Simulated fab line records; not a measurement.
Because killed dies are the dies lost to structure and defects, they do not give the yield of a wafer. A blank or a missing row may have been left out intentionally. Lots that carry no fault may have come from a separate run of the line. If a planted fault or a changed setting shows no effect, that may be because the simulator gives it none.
8D (eight disciplines) problem report, filled in by code ; flow nandHarc ; the parts of the form that need people (team, actions taken, sign-off) are left out

1. PROBLEM STATEMENT
Mean of thkNm at NHARC_A_ONON_D2_THK_MEAS_14: 1598 nm across 6 wafers in 2 lots; on wafers with no fault it is 1001 nm (standard deviation 6.7). Measured from the usual mean, that is +89 standard deviations.
The step: measures by ellipsometry.
Earliest sighting: wafer L978.1 on filmMetro-02 at day 15 09:04. The record holds 36 wafers of 12 lots with a number at this step. By rule, "out" or "out of limits" means more than 4 standard deviations away from the usual mean. The rest of the wafers with a number are treated as sound.

2. WHAT IT IS AND WHAT IT IS NOT
question;is;is not
which readings at this step;thkNm;-
which lots;L976, L978;L973, L974, L983, L984, L985, L986, L987, L988, L991, L993
which wafers of those lots;all that have a number;-
read on which gauges;filmMetro-01, filmMetro-02;-
when;from day 15 09:04;"up to then (6 sound wafers); but 24 sound wafers of L983, L984, L985, L986, L987, L988, L991, L993 came after"

3. SUSPECTS, AND WHAT RULES EACH OUT
Counting: a tool at a process step up to the reading stays a suspect if it ran every lot that is out and no sound lot after the first of them.
- the gauge at NHARC_A_ONON_D2_THK_MEAS_14 has been ruled out. 2 gauges (filmMetro-01, filmMetro-02) read the wafers that are out.
- harEtch-02 at NHARC_A_CHANNEL_HOLE_D1_ETCH_26 (etches the open film in C4F8/O2/Ar, time 224.1 s, target depth 300 nm): ruled out as a lasting fault. The sound lots L986, L984, L987, L993 went through it after L976, its earliest lot that is out (day 10 19:46).
- aldHk-01 at NHARC_A_CHANNEL_FILL_D1_ALD_16 (deposits SiO2, target thk 1.5 nm, pulse time 10 s, ald cycles 15): ruled out as a lasting fault. The sound lots L986 went through it after L976, its earliest lot that is out (day 11 10:32).
- pecvdOnon-02 at NHARC_A_ONON_D2_DEP_12 (target thk 1000 nm): ruled out as a lasting fault. The sound lots L986, L988, L993 went through it after L978, its earliest lot that is out (day 15 08:33).
Left after counting: nothing in the record.

4. THE CAUSE (what the simulator had put in)
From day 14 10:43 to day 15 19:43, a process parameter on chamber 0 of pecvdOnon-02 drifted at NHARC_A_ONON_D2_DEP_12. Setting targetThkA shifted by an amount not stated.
It was ruled out by counting, in error; the rule expects a fault to strike all lots run on its tool from its start on, and this fault did not.

5. THE CHAIN OF EFFECTS, in route order
Each row: a reading where the mean over the struck wafers with a number is more than 3 standard deviations away from the usual. Scope: only readings with a usual standard deviation given in the record; hours: median across lots of the time from each lot's start at the first step in this table that gives one to its start at this step; sigmas: change in usual standard deviations.
hours;step;reading;usual;on struck wafers;change;sigmas
0;NHARC_A_ONON_D2_THK_MEAS_14;thkNm;1001 nm;1598;+597;+89
280;NHARC_END_SORT_01;killedAtArray;62;671;+609;+28
280;NHARC_END_SORT_01;killedDies;67;677;+610;+27

6. WHAT WOULD HAVE CAUGHT IT SOONER
22 hours passed between the start of the fault at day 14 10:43 and the first reading out of limits at a measuring or inspecting step in this record, taken at day 15 09:04.
An alarm limit of 4 standard deviations would not have fired on the tool readings at NHARC_A_ONON_D2_DEP_12 for which the record gives a usual standard deviation, since none of them was out on any struck wafer.
